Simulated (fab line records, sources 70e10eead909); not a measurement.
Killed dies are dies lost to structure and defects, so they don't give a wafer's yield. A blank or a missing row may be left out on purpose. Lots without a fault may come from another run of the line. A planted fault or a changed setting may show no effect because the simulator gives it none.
fab line records | flow nand_harc
record lots=11 wafers=33 last_day=33
route steps=1302 shown P_ZERO_WELL@18 P_STI@87 END@1302
lots that met no fault: from a run of the same line without faults
start_h: hours from the record's first day to the start of the lot's first wafer shown | wait_h: hours since the lot's step before | " the same as in the row above | L1.1+2: a row that stands for several wafers | - no value, or no start given | * or withheld: withheld | < > ~ a bound
route shown NAME@n: a module of which the file shows steps, and the number in the route of the first | usual: mean/standard deviation of fault-free wafers | same: alike in all rows | chamber/n: place in a boat | sites: the reading at each site | _std_site: their standard deviation | _edge_site: outer sites' mean less inner sites' | radius_mm: how far each site lies from the wafer's centre | mask NAME#n: copy n | behind: the tool/chamber that last shaped the wafer | hold: why the lot was held/for how many hours/how that ended | device: the transistor (n, p or np) that didn't switch | end of line: the same wafers' tests at the end of the route | a step without rows: its recipe alone | killed: dies lost to structure and defects at the first sort, not the wafer's yield | map: a wafer's dies, x killed, . not, _ none there
set.NAME: the setting as run; set.NAME@STEP: as run at that earlier step | model.NAME: the simulator's own value behind a step, which no gauge read
steps of the route over a sample of lots; a table a step, a row a wafer
services: from which hour (start_h, from the record's first day; less than 0 if before it) a tool's chamber was out of use, for how many hours, and why
## steps
# step NHARC_P_ZERO_WELL_ETCH_62
# recipe target_depth_a=130 time_s=6.5 chf3_flow_sccm=50 ar_flow_sccm=200 rf_w=500 bias_w=200 chemistry=CHF3/Ar
# usual drypump_motor_current_A=5.7/0.33 mfc_ar_sccm=200.0/0.57 oes_product_au=0.961/0.019 rf_vpp_V=369.4/2.1 showerhead_plenum_p_Torr=2.30/0.089 throttle_valve_pct=20.216/0.0087
# columns lot.wafer tool chamber start_h wait_h drypump_motor_current_A mfc_ar_sccm oes_product_au rf_hours_counter_h rf_vpp_V showerhead_plenum_p_Torr throttle_valve_pct
L314.3 rie_diel-12 0 - - 5.6 200.5 0.962 33 368.1 2.26 20.217
L314.1 " 2 " " 6.0 200.8 0.951 37 371.6 2.46 20.210
L314.6 " 3 " " 5.9 200.0 0.941 - 370.3 2.39 20.220
L315.4 rie_diel-13 0 - - 5.5 200.3 0.965 20 367.1 2.20 20.198
L315.3 " 2 " " 6.6 200.4 0.961 11 371.0 2.33 20.218
L315.6 " 3 " " 5.5 200.3 0.984 - 369.4 2.27 20.232
L316.2 rie_diel-03 0 - - 5.5 200.1 0.938 42 369.8 2.30 20.208
L316.1 " 1 " " 5.3 200.1 0.929 38 373.5 2.46 20.215
L316.6 " 3 " " 5.3 199.9 0.931 - 366.2 2.19 20.215
L319.3 rie_diel-13 2 - - 6.5 199.8 0.972 27 371.0 2.32 20.234
L319.5 " 1 " " 5.4 199.5 0.984 - 370.0 2.26 20.226
L319.6 " 2 " " 6.6 200.5 0.972 - 370.3 2.32 20.217
L320.3 rie_diel-03 3 - - 5.3 200.4 0.960 52 366.9 2.18 20.223
L320.6 " 3 " " 5.3 200.2 0.968 - 368.1 2.18 20.206
L320.5 " 0 " " 5.5 199.5 0.972 - 369.4 2.30 20.204
L321.2 rie_diel-12 0 - - 5.6 199.7 0.945 5 369.9 2.25 20.221
L321.4 " 1 " " 5.4 200.1 0.940 3 367.9 2.22 20.227
L321.3 " 2 " " 6.0 199.8 0.944 3 372.7 2.45 20.217
L322.3 rie_diel-03 1 - - 5.3 200.0 0.964 2 372.2 2.45 20.211
L322.6 " 0 " " 5.5 200.0 0.997 - 368.7 2.30 20.209
L322.5 " 1 " " 5.3 201.1 0.968 - 372.3 2.45 20.220
L323.2 rie_diel-12 3 - - 5.9 199.2 0.923 12 371.2 2.38 20.214
L323.1 " 2 " " 6.0 199.9 0.933 10 374.1 2.45 20.220
L323.6 " 0 " " 5.6 200.1 0.956 - 368.9 2.25 20.227
L333.4 rie_diel-03 1 - - 5.4 199.0 0.987 43 372.5 2.43 20.211
L333.5 " 2 " " 6.1 200.2 1.003 - 367.6 2.22 20.203
L333.6 " 3 " " 5.3 199.5 0.958 - 367.3 2.17 20.223
L334.2 rie_diel-12 3 - - 5.9 199.4 0.955 51 371.2 2.37 20.217
L334.3 " 0 " " 5.6 200.7 0.970 51 367.5 2.23 20.218
L334.5 " 3 " " 5.9 200.2 0.937 - 371.5 2.37 20.204
L335.4 rie_diel-13 1 - - 5.3 201.6 0.982 21 368.5 2.24 20.217
L335.3 " 3 " " 5.5 199.4 0.951 25 367.9 2.25 20.226
L335.5 " 2 " " 6.6 200.4 0.963 - 368.7 2.30 20.213
# step NHARC_P_ZERO_WELL_EXPOSE_49
# recipe na=0.6 target_cd_nm=2000 dose_mj=22.64 mask_id=P_HVPW
# usual exposure_dose_mJ_cm2=22.645/0.021 reticle_temp_C=23.03/0.093
# columns lot.wafer tool chamber start_h wait_h mask exposure_dose_mJ_cm2 reticle_temp_C
L314.1 krf_scanner-03 0 45.73 - P_HVPW#0 22.599 23.00
L314.3 " 0 " " P_HVPW#0 22.613 23.02
L314.6 " 0 " " P_HVPW#0 22.604 22.89
L315.3 krf_scanner-01 0 55.60 - P_HVPW#0 22.615 23.16
L315.4 " 0 " " P_HVPW#0 22.614 22.99
L315.6 " 0 " " P_HVPW#0 22.629 23.20
L316.1 krf_scanner-01 0 65.35 - P_HVPW#0 22.610 23.01
L316.2 " 0 " " P_HVPW#0 22.663 23.14
L316.6 " 0 " " P_HVPW#0 22.654 23.02
L319.3 krf_scanner-03 0 95.51 - P_HVPW#0 22.697 23.13
L319.5 " 0 " " P_HVPW#0 22.677 23.03
L319.6 " 0 " " P_HVPW#0 22.694 23.02
L320.3 krf_scanner-04 0 105.47 - P_HVPW#0 22.650 22.87
L320.5 " 0 " " P_HVPW#0 22.679 22.95
L320.6 " 0 " " P_HVPW#0 22.635 22.78
L321.2 krf_scanner-04 0 115.64 - P_HVPW#0 22.637 23.01
L321.3 " 0 " " P_HVPW#0 22.659 23.07
L321.4 " 0 " " P_HVPW#0 22.662 23.06
L322.3 krf_scanner-01 0 125.63 - P_HVPW#0 22.650 23.05
L322.5 " 0 " " P_HVPW#0 22.614 22.94
L322.6 " 0 " " P_HVPW#0 22.623 22.98
L323.1 krf_scanner-01 0 136.41 - P_HVPW_R1#0 22.662 22.95
L323.2 " 0 " " P_HVPW_R1#0 22.655 23.06
L323.6 " 0 " " P_HVPW_R1#0 22.684 22.92
L333.4 krf_scanner-03 0 235.52 - P_HVPW#0 22.661 22.96
L333.5 " 0 " " P_HVPW#0 22.652 22.95
L333.6 " 0 " " P_HVPW#0 22.639 23.08
L334.2 krf_scanner-03 0 245.54 - P_HVPW#0 22.652 23.07
L334.3 " 0 " " P_HVPW#0 22.648 22.93
L334.5 " 0 " " P_HVPW#0 22.632 23.00
L335.3 krf_scanner-01 0 255.49 - P_HVPW#0 22.624 23.11
L335.4 " 0 " " P_HVPW#0 22.659 23.30
L335.5 " 0 " " P_HVPW#0 22.628 23.04
# step NHARC_P_ZERO_WELL_CD_MEAS_52
# recipe target_cd_nm=2000 landing_energy_ev=500
# usual cd_nm=2000.5/1.6
# columns lot.wafer tool chamber start_h wait_h cd_nm
L314.1 cd_sem-02 0 45.89 - 2000.2
L314.3 " 0 " " 2001.6
L314.6 " 0 " " 2000.9
L315.3 cd_sem-01 0 55.75 - 2002.7
L315.4 " 0 " " 1999.2
L315.6 " 0 " " 2001.3
L316.1 cd_sem-02 0 65.51 - 1998.5
L316.2 " 0 " " 2002.1
L316.6 " 0 " " 2001.9
L319.3 cd_sem-03 0 95.66 - 1999.9
L319.5 " 0 " " 2000.9
L319.6 " 0 " " 2001.3
L320.3 cd_sem-01 0 105.62 - 2001.8
L320.5 " 0 " " 1999.6
L320.6 " 0 " " 2000.3
L321.2 cd_sem-01 0 115.80 - 2000.0
L321.3 " 0 " " 2001.9
L321.4 " 0 " " 2002.6
L322.3 cd_sem-03 0 125.78 - 2002.1
L322.5 " 0 " " 2001.5
L322.6 " 0 " " 2000.6
L323.1 cd_sem-01 0 136.56 - 1945.7
L323.2 " 0 " " 1944.8
L323.6 " 0 " " 1944.3
L333.4 cd_sem-02 0 235.67 - 2002.1
L333.5 " 0 " " 2001.6
L333.6 " 0 " " 2000.7
L334.2 cd_sem-03 0 245.69 - 2000.3
L334.3 " 0 " " 2001.5
L334.5 " 0 " " 1998.8
L335.3 cd_sem-02 0 255.64 - 2002.0
L335.4 " 0 " " 2001.2
L335.5 " 0 " " 2001.0
# step NHARC_P_STI_DESCUM_14
# recipe time_s=3 o2_flow_sccm=200 ar_flow_sccm=0 bias_power_w=0 chemistry=O2
# usual drypump_motor_current_A=5.7/0.45 mfc_ar_sccm=0.010/0.011 oes_product_au=0.999/0.0087 rf_vpp_V=58.0/0.9 showerhead_plenum_p_Torr=1.96/0.068 throttle_valve_pct=11.311/0.0099
# columns lot.wafer tool chamber start_h wait_h drypump_motor_current_A mfc_ar_sccm oes_product_au rf_hours_counter_h rf_vpp_V showerhead_plenum_p_Torr throttle_valve_pct
L314.3 rie_diel-06 0 63.23 - 6.5 0.012 0.996 8 58.5 1.85 11.305
L314.1 " 1 " " 5.7 0.002 1.009 8 57.6 2.03 11.312
L314.6 " 2 " " 6.1 0.001 0.996 - 58.6 2.02 11.311
L315.4 rie_diel-05 2 75.38 - 5.5 0 0.990 1 56.6 1.99 11.323
L315.3 " 0 " " 5.5 0.011 0.999 1 57.5 1.88 11.304
L315.6 " 1 " " 6.3 0.012 0.988 - 58.4 1.95 11.308
L316.2 rie_diel-04 1 83.80 - 6.2 0 1.005 4 59.0 2.01 11.295
L316.1 " 2 " " 5.4 0.040 1.015 4 59.4 2.03 11.310
L316.6 " 3 " " 6.1 0.013 1.009 - 57.6 1.89 11.301
L319.3 rie_diel-05 3 112.97 - 5.3 0.020 0.987 3 59.4 1.87 11.315
L319.6 " 1 " " 6.3 0.012 0.989 - 58.8 1.95 11.307
L319.5 " 2 " " 5.4 0 0.988 - 56.6 1.99 11.310
L320.3 rie_diel-04 1 123.33 - 6.2 0 0.997 6 57.0 2.01 11.323
L320.6 " 1 " " 6.2 0 0.999 - 57.1 2.01 11.305
L320.5 " 0 " " 5.1 0 1.002 - 61.0 2.04 11.315
L321.2 rie_diel-04 0 133.61 - 5.1 0 1.008 7 59.9 2.04 11.312
L321.3 " 1 " " 6.2 0 0.998 6 58.0 2.01 11.304
L321.4 " 2 " " 5.4 0.040 1.001 6 57.7 2.03 11.331
L322.3 rie_diel-04 3 144.27 - 6.1 0.013 1.023 7 55.9 1.89 11.301
L322.6 " 1 " " 6.2 0 1.000 - 56.9 2.01 11.300
L322.5 " 2 " " 5.4 0.040 1.014 - 58.4 2.03 11.301
L323.2 rie_diel-05 1 156.11 - 6.3 0.012 0.995 5 57.5 1.95 11.307
L323.1 " 2 " " 5.5 0 0.982 6 58.0 1.98 11.293
L323.6 " 3 " " 5.3 0.020 0.991 - 59.5 1.87 11.303
L333.4 rie_diel-04 3 252.93 - 6.1 0.013 1.006 4 56.7 1.88 11.318
L333.6 " 2 " " 5.4 0.040 0.989 - 59.0 2.03 11.300
L333.5 " 3 " " 6.1 0.013 1.001 - 57.8 1.89 11.332
L334.3 rie_diel-06 2 262.37 - 6.2 0.001 1.011 10 58.0 2.02 11.325
L334.2 " 3 " " 5.3 0.000 0.998 9 59.6 2.02 11.331
L334.5 " 2 " " 6.1 0.001 1.010 - 57.4 2.02 11.314
L335.3 rie_diel-05 0 273.70 - 5.4 0.011 1.017 2 56.6 1.88 11.322
L335.5 " 1 " " 6.3 0.012 1.007 - 58.1 1.95 11.326
L335.4 " 0 " " 5.4 0.011 1.003 - 57.2 1.88 11.313
# step NHARC_P_STI_ETCH_15
# recipe target_depth_a=3000 taper_deg=4 time_s=100.1 hbr_flow_sccm=150 cl2_flow_sccm=50 rf_w=400 icp_w=400 bias_w=100 chemistry=HBr/Cl2
# usual drypump_motor_current_A=5.8/0.5 oes_product_au=1.003/0.011 throttle_valve_pct=26.406/0.0087
# columns lot.wafer tool chamber start_h wait_h drypump_motor_current_A oes_product_au rf_hours_counter_h throttle_valve_pct
L314.3 rie_si-05 2 63.49 - 6.0 1.007 0.66 26.408
L314.1 " 3 " " 5.1 1.017 0.64 26.394
L314.6 " 3 " " 5.1 1.011 - 26.405
L315.4 rie_si-05 3 75.65 - 5.1 1.004 0.77 26.417
L315.3 " 1 " " 6.3 1.009 0.80 26.399
L315.6 " 3 " " 5.1 1.019 - 26.410
L316.2 rie_si-05 3 84.07 - 5.1 1.017 0.86 26.405
L316.1 " 0 " " 6.1 1.008 0.87 26.413
L316.6 " 2 " " 6.1 1.008 - 26.404
L319.3 rie_si-05 2 113.26 - 6.0 1.011 1.08 26.406
L319.6 " 0 " " 6.1 1.009 - 26.417
L319.5 " 1 " " 6.3 1.001 - 26.415
L320.3 rie_si-04 1 123.67 - 6.1 0.991 0.74 26.400
L320.6 " 0 " " 5.5 1.000 - 26.394
L320.5 " 1 " " 6.1 0.992 - 26.406
L321.4 rie_si-04 1 133.89 - 6.1 0.992 0.82 26.412
L321.2 " 3 " " 5.7 1.001 0.81 26.413
L321.3 " 0 " " 5.4 0.996 0.79 26.419
L322.3 rie_si-06 1 144.56 - 5.3 1.005 0.34 26.398
L322.5 " 3 " " 6.1 0.980 - 26.399
L322.6 " 0 " " 6.7 1.006 - 26.383
L323.2 rie_si-05 3 156.40 - 5.1 1.018 0.11 26.413
L323.1 " 0 " " 6.0 0.986 0.09 26.403
L323.6 " 1 " " 6.3 1.008 - 26.395
L333.4 rie_si-05 0 253.24 - 6.1 0.989 0.77 26.405
L333.6 " 1 " " 6.3 0.990 - 26.412
L333.5 " 2 " " 6.1 1.001 - 26.418
L334.2 rie_si-04 0 262.65 - 5.5 1.003 0.50 26.408
L334.3 " 1 " " 6.1 0.993 0.53 26.416
L334.5 " 3 " " 5.7 0.996 - 26.389
L335.4 rie_si-04 3 273.99 - 5.7 0.990 0.64 26.408
L335.3 " 1 " " 6.1 1.000 0.57 26.426
L335.5 " 0 " " 5.4 0.992 - 26.400
# step NHARC_END_SORT_01
# recipe temp_c=25
# usual killed_at_array=52/18 killed_at_other=1.2/1.5 killed_at_periphery=4/3.2 killed_dies=57/17 killed_open=3.1/1.9 killed_short=2.5/1.7
# same gross_dies=677
# columns lot.wafer tool chamber start_h wait_h killed_at_array killed_at_other killed_at_periphery killed_dies killed_open killed_short
L314.1 prober-01 0 563.25 2.5 59 0 1 60 4 3
L314.3 prober-01 0 564.86 3.1 72 1 1 74 1 1
L314.6 prober-01 0 567.27 4.0 68 0 4 72 4 3
L321.2 prober-02 0 655.61 2.8 96 1 1 98 0 0
L321.3 prober-02 0 656.40 3.1 72 2 2 76 2 1
L321.4 prober-02 0 657.20 3.4 60 1 2 63 1 2
L322.3 prober-02 0 665.14 3.1 32 1 3 36 2 0
L322.5 prober-02 0 666.72 3.7 55 1 3 59 2 4
L322.6 prober-02 0 667.51 3.9 32 0 2 34 3 1
L323.1 prober-01 0 672.62 2.5 40 0 2 42 0 2
L323.2 prober-01 0 673.44 2.8 36 0 5 41 3 5
L323.6 prober-01 0 676.70 4.1 31 0 4 35 4 4
# killed by level:class
L314.1 A_CHANNEL_HOLE_D1:chamber_film_flake=19 A_SLIT:chamber_film_flake=17 A_CHANNEL_HOLE_D2:chamber_film_flake=8 A_CONTACT:chamber_film_flake=3 A_CHANNEL_FILL_D1:geometric_particle:short=2 A_ONON_D2:geometric_particle:open=2 A_ZERO_WELL:chamber_film_flake=2 A_ONON_D1:geometric_particle:open=1
L314.3 A_CHANNEL_HOLE_D1:chamber_film_flake=32 A_SLIT:chamber_film_flake=25 A_CHANNEL_HOLE_D2:chamber_film_flake=9 A_ZERO_WELL:chamber_film_flake=3 A_CONTACT:chamber_film_flake=2 P_CONTACT:geometric_particle:open=1 A_CHANNEL_HOLE_D1:geometric_particle:short=1 HYBRID_BOND:latent=1
L314.6 A_SLIT:chamber_film_flake=30 A_CHANNEL_HOLE_D1:chamber_film_flake=17 A_CHANNEL_HOLE_D2:chamber_film_flake=8 A_ZERO_WELL:chamber_film_flake=3 A_CHANNEL_FILL_D1:geometric_particle:open=2 A_CHANNEL_FILL_D1:chamber_film_flake=2 A_CONTACT:chamber_film_flake=2 P_GATE:geometric_particle:open=1
L321.2 A_CHANNEL_HOLE_D1:chamber_film_flake=37 A_SLIT:chamber_film_flake=30 A_CHANNEL_HOLE_D2:chamber_film_flake=16 A_STAIRCASE:chamber_film_flake=5 A_CHANNEL_FILL_D1:chamber_film_flake=3 A_WL_FILL:chamber_film_flake=3 A_CONTACT:chamber_film_flake=2 P_M2:chamber_film_flake=1
L321.3 A_CHANNEL_HOLE_D1:chamber_film_flake=30 A_SLIT:chamber_film_flake=22 A_CHANNEL_HOLE_D2:chamber_film_flake=13 A_STAIRCASE:chamber_film_flake=3 P_M0:geometric_particle:open=1 A_WL_FILL:geometric_particle:short=1 A_M0:geometric_particle:open=1 P_M2:chamber_film_flake=1
L321.4 A_SLIT:chamber_film_flake=25 A_CHANNEL_HOLE_D1:chamber_film_flake=21 A_CHANNEL_HOLE_D2:chamber_film_flake=7 A_CONTACT:chamber_film_flake=2 A_CHANNEL_FILL_D1:geometric_particle:open=1 A_CHANNEL_FILL_D2:geometric_particle:short=1 P_STI:chamber_film_flake=1 P_M2:chamber_film_flake=1
L322.3 A_CHANNEL_HOLE_D1:chamber_film_flake=19 A_CONTACT:chamber_film_flake=7 P_ZERO_WELL:chamber_film_flake=2 A_CHANNEL_HOLE_D2:chamber_film_flake=2 A_CONTACT:geometric_particle:open=1 A_M0:geometric_particle:open=1 P_CONTACT:chamber_film_flake=1 A_SLIT:chamber_film_flake=1
L322.5 A_CHANNEL_HOLE_D1:chamber_film_flake=30 A_CONTACT:chamber_film_flake=11 A_SLIT:chamber_film_flake=4 A_WL_FILL:geometric_particle:short=2 P_ZERO_WELL:chamber_film_flake=2 A_CHANNEL_FILL_D1:chamber_film_flake=2 A_STAIRCASE:chamber_film_flake=2 P_M0:geometric_particle:open=1
L322.6 A_CHANNEL_HOLE_D1:chamber_film_flake=15 A_CONTACT:chamber_film_flake=7 A_CHANNEL_HOLE_D2:chamber_film_flake=5 P_ZERO_WELL:chamber_film_flake=2 A_ONON_D1:geometric_particle:short=1 A_CHANNEL_HOLE_D2:geometric_particle:open=1 A_SGD_CUT:geometric_particle:open=1 A_BLC:geometric_particle:open=1
L323.1 A_CHANNEL_HOLE_D2:chamber_film_flake=13 A_CONTACT:chamber_film_flake=8 A_CHANNEL_HOLE_D1:chamber_film_flake=5 A_WL_FILL:chamber_film_flake=5 A_STAIRCASE:chamber_film_flake=3 A_SLIT:chamber_film_flake=2 A_ONON_D1:geometric_particle:short=1 A_ONON_D2:geometric_particle:short=1
L323.2 A_CHANNEL_HOLE_D2:chamber_film_flake=12 A_CHANNEL_HOLE_D1:chamber_film_flake=5 P_M2:chamber_film_flake=3 A_STAIRCASE:chamber_film_flake=3 A_SLIT:chamber_film_flake=3 A_DECK1_JOINT:geometric_particle:short=2 A_WL_FILL:geometric_particle:open=2 A_WL_FILL:chamber_film_flake=2
L323.6 A_CHANNEL_HOLE_D2:chamber_film_flake=11 A_CHANNEL_HOLE_D1:chamber_film_flake=4 A_CONTACT:chamber_film_flake=3 P_GATE:chamber_film_flake=2 P_M2:chamber_film_flake=2 A_STAIRCASE:chamber_film_flake=2 A_ONON_D1:geometric_particle:short=1 A_ONON_D2:geometric_particle:short=1
## services
# columns tool chamber start_h hours kind
krf_scanner-01 - 24.82 0.2 repair
rie_si-05 - 29.96 0.3 repair
rie_si-04 1 30.34 7.0 repair
rie_diel-05 1 31.45 7.3 repair
krf_scanner-01 - 43.65 0.8 repair
krf_scanner-03 - 52.00 4.0 pm
rie_diel-05 - 52.60 9.0 pm
rie_si-04 0 68.48 1.2 repair
rie_diel-05 1 76.13 22.1 repair
rie_si-05 0 82.81 1.0 repair
rie_diel-12 - 91.41 9.0 pm
rie_diel-05 - 95.25 0.4 repair
rie_diel-03 - 104.58 9.0 pm
rie_diel-04 3 119.86 4.6 repair
rie_si-05 - 128.00 9.0 pm
rie_diel-03 0 130.62 1.3 repair
krf_scanner-03 - 136.21 1.5 repair
rie_diel-12 1 139.20 13.4 repair
krf_scanner-01 - 140.00 4.0 pm
rie_si-05 2 161.21 9.8 repair
rie_si-04 - 165.00 9.0 pm
rie_si-05 3 177.51 1.8 repair
rie_diel-04 - 177.90 9.0 pm
rie_diel-03 0 180.23 1.7 repair
## key
first_sign step=NHARC_P_ZERO_WELL_EXPOSE_49 reading=mask direction=changed
effect step=NHARC_P_ZERO_WELL_CD_MEAS_52 reading=cd_nm direction=down sigmas=35 usual=2000.5 struck=1944.9
met_at NHARC_P_ZERO_WELL_EXPOSE_49
struck_lots L323
tester_left_out L323
not_acting_at NHARC_P_ZERO_WELL_ETCH_62,NHARC_P_STI_DESCUM_14,NHARC_P_STI_ETCH_15
onset_between 125.63 136.41
fault kind=wrong_mask tool=any chamber=- onset_h=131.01 steps=NHARC_P_ZERO_WELL_EXPOSE_49 aux_copy=P_HVPW_R1#0 cd_offset_nm=-55.182 scope=struck_lots_only
# tester_left_out: of these lots the tester's yield and bins aren't shown, on N5 and GAA mostly nor the transistor test; their killed dies are dies lost to structure and defects alone, not to doping, threshold or leakage, so they don't give the yield
